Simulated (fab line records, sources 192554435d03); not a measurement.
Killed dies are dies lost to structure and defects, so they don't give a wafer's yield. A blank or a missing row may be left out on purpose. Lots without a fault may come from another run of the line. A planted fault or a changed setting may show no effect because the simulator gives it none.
fab line records | flow n5_finfet
record lots=9 wafers=27 last_day=17
route steps=1938 shown BEOL_M0_SAQP@632 BEOL_M0_CUTY@710 BEOL_M4@1111 PASSIVATION@1936
lots that met no fault: from a run of the same line without faults
start_h: hours from the record's first day to the start of the lot's first wafer shown | wait_h: hours since the lot's step before | " the same as in the row above | L1.1+2: a row that stands for several wafers | - no value, or no start given | * or withheld: withheld | < > ~ a bound
route shown NAME@n: a module of which the file shows steps, and the number in the route of the first | usual: mean/standard deviation of fault-free wafers | same: alike in all rows | chamber/n: place in a boat | sites: the reading at each site | _std_site: their standard deviation | _edge_site: outer sites' mean less inner sites' | radius_mm: how far each site lies from the wafer's centre | mask NAME#n: copy n | behind: the tool/chamber that last shaped the wafer | hold: why the lot was held/for how many hours/how that ended | device: the transistor (n, p or np) that didn't switch | end of line: the same wafers' tests at the end of the route | a step without rows: its recipe alone | killed: dies lost to structure and defects at the first sort, not the wafer's yield | map: a wafer's dies, x killed, . not, _ none there
set.NAME: the setting as run; set.NAME@STEP: as run at that earlier step | model.NAME: the simulator's own value behind a step, which no gauge read
steps of the route over a sample of lots; a table a step, a row a wafer
services: from which hour (start_h, from the record's first day; less than 0 if before it) a tool's chamber was out of use, for how many hours, and why
## steps
# step N5_BEOL_M0_SAQP_PECVD_00
# recipe material=SiCN target_thk_a=80 temp_c=withheld precursor=3MS/NH3 pressure_torr=3 rf_w=202 time_s=14
# usual showerhead_plenum_p_Torr=3.670/0.0081 throttle_valve_pct=9.1/0.76
# same time_s=14
# columns lot.wafer tool chamber start_h wait_h showerhead_plenum_p_Torr throttle_valve_pct
L519.3 pecvd-03 1 114.30 0.1 3.671 10.2
L519.4 " 0 " " 3.667 9.0
L519.6 " 2 " " 3.667 8.4
L520.3 pecvd-02 1 117.84 0.1 3.659 10.8
L520.4 " 0 " " 3.679 8.5
L520.6 " 1 " " 3.668 10.2
L521.4 pecvd-02 0 121.14 0.1 3.680 8.8
L521.5 " 2 " " 3.689 9.4
L521.6 " 1 " " 3.666 10.4
L523.2 pecvd-03 1 133.21 0.2 3.679 9.8
L523.3 " 1 " " 3.673 10.2
L523.5 " 2 " " 3.667 8.1
L530.1 pecvd-02 0 181.34 0.2 3.660 8.8
L530.3 " 2 " " 3.687 9.5
L530.5 " 2 " " 3.690 9.2
L534.3 pecvd-03 2 202.62 0.1 3.666 8.3
L534.4 " 0 " " 3.655 9.1
L534.5 " 1 " " 3.685 10.0
L538.1 pecvd-03 2 225.13 0.2 3.673 8.2
L538.2 " 0 " " 3.676 9.3
L538.3 " 2 " " 3.662 8.5
L539.2 pecvd-01 1 230.11 0.2 3.670 9.3
L539.4 " 2 " " 3.667 8.0
L539.6 " 1 " " 3.679 8.9
L541.4 pecvd-01 2 246.34 0.1 3.661 8.1
L541.5 " 1 " " 3.670 9.1
L541.6 " 0 " " 3.663 8.6
# step N5_BEOL_M0_SAQP_ETCH_106
# recipe chemistry=N2/H2 target=SOC target_depth_a=1500 stop_on=SiNx ion_energy_ev=100 bias_w=61 pressure_mtorr=30 source_w=850 n2_flow_sccm=200 h2_flow_sccm=200
# usual drypump_motor_current_A=5.8/0.5 oes_product_au=0.79/0.086 rf_vpp_V=241.5/1.3 showerhead_plenum_p_Torr=2.61/0.077 throttle_valve_pct=17.70/0.28
# columns lot.wafer tool chamber start_h wait_h drypump_motor_current_A oes_product_au rf_hours_counter_h rf_vpp_V showerhead_plenum_p_Torr throttle_valve_pct
L519.3 rie_diel-01 0 120.25 - 6.7 0.76 150 241.9 2.64 17.67
L519.4 " 3 " " 5.7 0.86 42 240.6 2.49 17.53
L519.6 " 1 " " 5.0 0.91 - 243.1 2.72 17.57
L520.3 rie_diel-03 0 121.53 - 5.2 0.74 156 242.4 2.64 17.51
L520.4 " 2 " " 6.0 0.74 172 242.0 2.64 17.86
L520.6 " 1 " " 5.9 0.75 - 242.8 2.64 17.86
L521.4 rie_diel-03 1 126.34 - 5.9 0.76 169 241.9 2.64 17.86
L521.5 " 0 " " 5.3 0.74 - 241.8 2.64 17.49
L521.6 " 1 " " 5.9 0.75 - 241.7 2.64 17.86
L523.2 rie_diel-03 2 137.83 - 6.0 0.74 176 241.2 2.64 17.86
L523.3 " 1 " " 5.9 0.75 171 243.5 2.64 17.88
L523.5 " 1 " " 5.9 0.75 - 240.3 2.64 17.89
L530.1 rie_diel-03 2 186.40 - 6.0 0.72 191 242.3 2.64 17.87
L530.3 " 3 " " 5.7 0.89 27 240.3 2.60 17.72
L530.5 " 2 " " 6.0 0.72 - 241.7 2.64 17.90
L534.3 rie_diel-06 1 206.45 - 5.9 0.91 21 242.3 2.59 17.50
L534.4 " 2 " " 6.4 0.70 206 237.7 2.41 18.35
L534.5 " 3 " " 6.2 0.89 - 241.5 2.59 17.19
L538.1 rie_diel-01 1 229.14 - 5.0 0.84 48 243.8 2.70 17.65
L538.2 " 0 " " 6.7 0.73 183 243.5 2.63 17.71
L538.3 " 2 " " 5.4 0.68 243 240.8 2.61 18.01
L539.2 rie_diel-03 0 236.91 - 5.3 0.71 191 241.7 2.63 17.57
L539.4 " 2 " " 6.0 0.71 - 243.6 2.63 17.92
L539.6 " 1 " " 5.9 0.72 - 242.6 2.62 17.92
L541.4 rie_diel-01 1 253.15 - 5.0 0.83 - 242.9 2.70 17.65
L541.5 " 0 " " 6.7 0.73 - 241.6 2.63 17.73
L541.6 " 3 " " 5.7 0.81 - 239.9 2.47 17.59
# step N5_BEOL_M0_SAQP_RECESS_109
# recipe chemistry=HF/NH3 target=SiO2 target_depth_a=30 afs_cycles=1 temp_c=30 sublimation_temp_c=180 sublimation_time_s=60
# usual drypump_motor_current_A=6.0/0.45
# columns lot.wafer tool chamber start_h wait_h drypump_motor_current_A
L519.3 vapor_etch-01 0 120.45 0.1 5.4
L519.4 " 1 " " 6.5
L519.6 " 0 " " 5.4
L520.3 vapor_etch-01 0 123.14 1.5 5.4
L520.4 " 1 " " 6.5
L520.6 " 1 " " 6.5
L521.4 vapor_etch-01 1 126.54 0.1 6.5
L521.5 " 1 " " 6.5
L521.6 " 0 " " 5.4
L523.2 vapor_etch-01 0 138.20 0.3 5.3
L523.3 " 1 " " 6.5
L523.5 " 0 " " 5.4
L530.1 vapor_etch-02 0 188.26 1.7 6.2
L530.3 " 1 " " 5.8
L530.5 " 1 " " 5.8
L534.3 vapor_etch-02 1 206.65 0.1 5.8
L534.4 " 0 " " 6.2
L534.5 " 1 " " 5.8
L538.1 vapor_etch-02 1 229.30 0.0 5.8
L538.2 " 0 " " 6.2
L538.3 " 1 " " 5.8
L539.2 vapor_etch-02 1 237.07 0.0 5.8
L539.4 " 1 " " 5.8
L539.6 " 0 " " 6.3
L541.4 vapor_etch-01 0 253.32 0.1 5.4
L541.5 " 1 " " 6.5
L541.6 " 0 " " 5.3
# step N5_BEOL_M0_SAQP_INSPECT_42
# recipe mode=adi inspect_instrument=brightfield
# usual raw_defect_count=310/110
# columns lot.wafer tool chamber start_h wait_h raw_defect_count
L519.3 defect_inspect-01 - 121.85 0.0 300
L519.4 " - " " 227
L519.6 " - " " 344
L520.3 defect_inspect-01 - 124.40 0.0 203
L520.4 " - " " 211
L520.6 " - " " 311
L521.4 defect_inspect-01 - 127.94 0.0 280
L521.5 " - " " 365
L521.6 " - " " 421
L523.2 defect_inspect-02 - 139.73 0.0 437
L523.3 " - " " 238
L523.5 " - " " 230
L530.1 defect_inspect-01 - 190.87 0.1 667
L530.3 " - " " 317
L530.5 " - " " 309
L534.3 defect_inspect-01 - 208.42 0.0 279
L534.4 " - " " 452
L534.5 " - " " 300
L538.1 defect_inspect-01 - 230.71 0.1 188
L538.2 " - " " 194
L538.3 " - " " 181
L539.2 defect_inspect-01 - 238.97 0.0 519
L539.4 " - " " 397
L539.6 " - " " 468
L541.4 defect_inspect-01 - 254.91 0.0 195
L541.5 " - " " 310
L541.6 " - " " 359
# step N5_BEOL_M0_SAQP_ALD_48
# recipe material=SiO2 target_thk_a=200 temp_c=100 ald_precursor_family=BDEAS ald_co_reactant=O2-plasma pulse_time_s=1 co_reactant_pulse_time_s=1 purge_time_s=2 co_reactant_purge_time_s=2 ald_cycles=139 pressure_torr=2
# usual heater_power_w=78/10 precursor_pulse_height_rel=1.001/0.019
# same ald_cycles=139 co_reactant_pulse_time_s=1
# columns lot.wafer tool chamber start_h wait_h heater_power_w precursor_pulse_height_rel
L519.3 ald_sin-01 0 122.16 0.0 100 1.000
L519.4 " 3 " " 62 0.997
L519.6 " 2 " " 80 0.994
L520.3 ald_sin-03 3 124.84 0.2 82 1.045
L520.4 " 1 " " 87 1.002
L520.6 " 1 " " 85 0.993
L521.4 ald_sin-04 1 128.26 0.0 68 0.979
L521.5 " 2 " " 73 1.017
L521.6 " 3 " " 85 0.968
L523.2 ald_sin-04 3 140.05 0.0 86 0.989
L523.3 " 2 " " 75 0.993
L523.5 " 2 " " 75 1.001
L530.1 ald_sin-04 2 191.45 0.1 75 0.996
L530.3 " 1 " " 67 0.999
L530.5 " 0 " " 75 1.014
L534.3 ald_sin-01 0 208.79 0.1 100 0.998
L534.4 " 2 " " 82 1.000
L534.5 " 0 " " 98 0.993
L538.1 ald_sin-03 3 231.07 0.1 78 1.002
L538.2 " 2 " " 74 0.988
L538.3 " 1 " " 81 0.980
L539.2 ald_sin-04 0 239.35 0.1 74 1.010
L539.4 " 1 " " 69 1.000
L539.6 " 1 " " 69 1.023
L541.4 ald_sin-04 0 255.42 0.2 72 0.980
L541.5 " 0 " " 73 0.983
L541.6 " 3 " " 86 0.980
# step N5_BEOL_M0_CUTY_INSPECT_59
# recipe mode=adi inspect_instrument=macro
# usual raw_defect_count=2.1/1.5
# columns lot.wafer tool chamber start_h wait_h raw_defect_count
L519.3 defect_inspect-01 - 123.12 0.0 2
L519.4 " - " " 1
L519.6 " - " " 2
L520.3 defect_inspect-01 - 125.91 0.0 3
L520.4 " - " " 4
L520.6 " - " " 4
L521.4 defect_inspect-02 - 129.33 0.0 2
L521.5 " - " " 1
L521.6 " - " " 2
L523.2 defect_inspect-02 - 141.36 0.0 4
L523.3 " - " " 0
L523.5 " - " " 1
L530.1 defect_inspect-02 - 192.64 0.0 >300
L530.3 " - " " 0
L530.5 " - " " 1
L534.3 defect_inspect-01 - 209.75 0.0 1
L534.4 " - " " 1
L534.5 " - " " 2
L538.1 defect_inspect-01 - 232.14 0.0 0
L538.2 " - " " 1
L538.3 " - " " 0
L539.2 defect_inspect-01 - 240.30 0.0 3
L539.4 " - " " 0
L539.6 " - " " 2
L541.4 defect_inspect-01 - 256.50 0.0 0
L541.5 " - " " 2
L541.6 " - " " 4
# step N5_BEOL_M4_RC_MEAS_101
# usual DIBL_N=36.2/1.5 DIBL_P=36.2/1.7 IOFF_N=0.155/0.021 IOFF_P=0.216/0.026 ION_N=674/11 ION_P=464/6.8 SS_N=71.5/0.56 SS_P=73.3/0.6 VT_N=250.2/2.6 VT_P=-249.3/2.5
# columns lot.wafer tool chamber start_h wait_h DIBL_N[mV/V] DIBL_P[mV/V] IOFF_N[nA/um] IOFF_P[nA/um] ION_N[uA/um] ION_P[uA/um] SS_N[mV/dec] SS_P[mV/dec] VT_N[mV] VT_P[mV]
L519.3 prober-02 0 176.43 0.3 35.7 35.2 0.148 0.202 676 460 71.5 73.0 251.2 -251.9
L519.4 " 0 " " 37.5 37.7 0.183 0.246 674 463 72.8 73.4 250.7 -248.5
L519.6 " 0 " " 38.0 37.4 0.186 0.230 674 464 71.8 73.8 249.9 -249.7
L521.4 prober-02 0 178.52 0.5 35.8 34.8 0.133 0.179 674 456 71.3 73.2 250.0 -252.9
L521.5 " 0 " " 33.5 32.8 0.108 0.158 656 457 70.9 72.7 252.9 -253.1
L521.6 " 0 " " 35.1 34.3 0.125 0.183 656 458 70.8 72.8 252.4 -253.5
L520.3 prober-01 0 178.64 0.3 36.1 36.1 0.164 0.235 669 464 71.8 73.6 247.7 -247.4
L520.4 " 0 " " 33.8 33.9 0.140 0.190 677 470 71.4 72.2 251.1 -251.2
L520.6 " 0 " " 35.9 36.0 0.167 0.228 660 462 72.2 74.4 247.7 -248.1
L523.2 prober-02 0 195.41 0.2 36.6 37.6 0.171 0.210 688 463 71.6 73.2 250.8 -253.2
L523.3 " 0 " " 35.7 35.8 0.152 0.195 660 457 71.5 73.6 254.5 -252.2
L523.5 " 0 " " 36.9 37.4 0.170 0.208 671 458 71.8 73.9 248.4 -254.2
L530.1 prober-02 0 241.05 0.0 36.9 36.2 0.154 0.235 662 463 71.2 72.6 250.8 -246.5
L530.3 " 0 " " 39.5 39.9 0.221 0.302 689 479 71.5 73.6 242.6 -245.0
L530.5 " 0 " " 36.4 36.4 0.158 0.239 690 473 72.1 72.4 247.0 -247.0
L534.3 prober-02 0 265.14 0.3 38.5 38.7 0.183 0.238 668 458 72.5 74.1 251.9 -248.7
L534.4 " 0 " " 38.2 39.2 0.189 0.261 686 475 72.6 73.4 245.3 -245.7
L534.5 " 0 " " 37.7 38.4 0.169 0.238 692 471 72.5 73.2 250.2 -248.6
L538.1 prober-02 0 286.88 0.0 39.7 38.9 0.181 0.247 675 457 72.4 74.0 249.7 -246.9
L538.2 " 0 " " 38.4 37.6 0.163 0.224 681 466 71.9 72.7 249.6 -248.6
L538.3 " 0 " " 36.9 35.6 0.139 0.201 684 471 72.0 72.5 251.3 -249.3
L539.2 prober-01 0 303.72 0.2 38.5 37.4 0.169 0.240 682 472 71.6 74.0 249.8 -248.0
L539.4 " 0 " " 37.8 36.8 0.157 0.241 660 463 72.0 74.0 250.4 -248.8
L539.6 " 0 " " 38.0 36.3 0.160 0.234 666 460 71.7 73.9 249.1 -248.1
L541.4 prober-02 0 310.93 0.5 36.5 37.6 0.158 0.223 681 473 71.0 73.7 249.6 -246.7
L541.5 " 0 " " 36.8 37.6 0.148 0.227 655 462 71.7 73.4 254.4 -250.3
L541.6 " 0 " " 36.4 38.0 0.161 0.230 679 478 71.5 73.2 250.5 -249.6
# step N5_PASSIVATION_PROBE_49
# usual defect_limited_yield=91.3/1.3 killed_at_M0_to_M3=32/11 killed_at_M4_up=15/5.6 killed_at_contacts=12/6 killed_at_front_end=40/11 killed_at_other=3.5/2.6 killed_dies=102/15 killed_open=67/12 killed_short=34/7.3 sort_bin_5_function=5.1/0.85 sort_bin_6_memory=3.2/0.61 sort_n_pass=1078/15 sort_yield_pct=91.3/1.3
# same gross_dies=1180 killed_at_back_side=0 sort_bin_4_leakage[%]=0 sort_bin_8_speed[%]=0
# columns lot.wafer tool chamber start_h wait_h defect_limited_yield[%] killed_at_M0_to_M3 killed_at_M4_up killed_at_contacts killed_at_front_end killed_at_other killed_dies killed_open killed_short sort_bin_5_function[%] sort_bin_6_memory[%] sort_n_pass sort_yield_pct[%]
L530.1 prober-02 - 339.92 0.0 83.1 145 13 0 42 0 200 58 28 11.3 3.7 980 83.1
L530.3 prober-02 - 340.02 0.1 91.4 27 19 9 46 1 102 63 39 5.3 3.1 1078 91.4
L530.5 prober-02 - 340.12 0.2 91.2 32 11 6 48 7 104 75 29 4.7 3.7 1076 91.2
# killed by level:class
L530.1 BEOL_M0_SAQP:unspecified=114 FIN_SAQP:geometric_particle:short=13 STI_FIN_REVEAL:geometric_particle:open=10 BEOL_M2:geometric_particle:open=9 BEOL_M0_SAQP:geometric_particle:open=8 FIN_SAQP:geometric_particle:open=6 BEOL_M4:geometric_particle:open=6 BEOL_M1:geometric_particle:open=4
L530.3 FIN_SAQP:geometric_particle:open=13 FIN_SAQP:geometric_particle:short=10 MOL_CONTACT_COAG:geometric_particle:open=8 BEOL_M4:geometric_particle:open=8 STI_FIN_REVEAL:geometric_particle:open=7 BEOL_M2:geometric_particle:open=5 BEOL_M0_SAQP:geometric_particle:short=4 BEOL_M0_SAQP:geometric_particle:open=4
L530.5 STI_FIN_REVEAL:geometric_particle:open=16 FIN_SAQP:geometric_particle:open=13 BEOL_M1:geometric_particle:open=8 BEOL_M3:geometric_particle:open=7 FIN_SAQP:geometric_particle:short=6 DUMMY_GATE:geometric_particle:open=6 BEOL_M4:geometric_particle:open=6 BEOL_M0_SAQP:geometric_particle:short=5
## services
# columns tool chamber start_h hours kind
vapor_etch-02 - 97.82 28.1 pm
pecvd-02 - 102.44 2.0 repair
pecvd-03 - 105.68 1.3 repair
rie_diel-03 3 110.81 7.3 repair
pecvd-03 0 132.12 5.7 repair
vapor_etch-02 0 135.02 2.4 repair
rie_diel-03 0 139.33 1.5 repair
pecvd-03 - 139.98 6.0 pm
rie_diel-01 2 145.18 8.5 repair
pecvd-03 1 152.44 14.4 repair
vapor_etch-02 - 160.94 15.6 pm
rie_diel-01 3 163.44 4.6 repair
ald_sin-03 - 176.75 14.0 pm
pecvd-01 2 179.53 17.8 repair
pecvd-02 1 180.61 3.7 repair
vapor_etch-01 - 180.90 19.1 repair
rie_diel-01 0 184.02 9.1 repair
rie_diel-01 2 185.47 12.7 repair
rie_diel-03 3 194.87 4.1 repair
rie_diel-03 3 202.36 63.7 repair
pecvd-01 - 203.10 0.7 repair
ald_sin-01 3 215.61 1.5 repair
pecvd-02 2 239.02 2.2 repair
vapor_etch-02 1 248.64 3.0 repair
## key
first_sign step=N5_BEOL_M0_SAQP_INSPECT_42 reading=raw_defect_count direction=up sigmas=3.3 usual=310 struck=667
effect step=N5_BEOL_M0_CUTY_INSPECT_59 reading=raw_defect_count direction=up sigmas=99+ usual=2.1 struck=>300
effect step=N5_PASSIVATION_PROBE_49 reading=killed_at_M0_to_M3 direction=up sigmas=10 usual=32 struck=145
more_kills_born_at N5_BEOL_M0_SAQP_PECVD_00@pecvd-02=114
met_at N5_BEOL_M0_SAQP_PECVD_00
struck_lots L530
struck_wafers L530.1
not_acting_at N5_BEOL_M0_SAQP_ETCH_106,N5_BEOL_M0_SAQP_RECESS_109,N5_BEOL_M0_SAQP_ALD_48
onset_between 121.14 181.34
fault kind=chamber_particle_source tool=pecvd-02 chamber=0 onset_h=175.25 steps=N5_BEOL_M0_SAQP_PECVD_00 rate_per_visit_cm2=0.67329 end_h=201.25
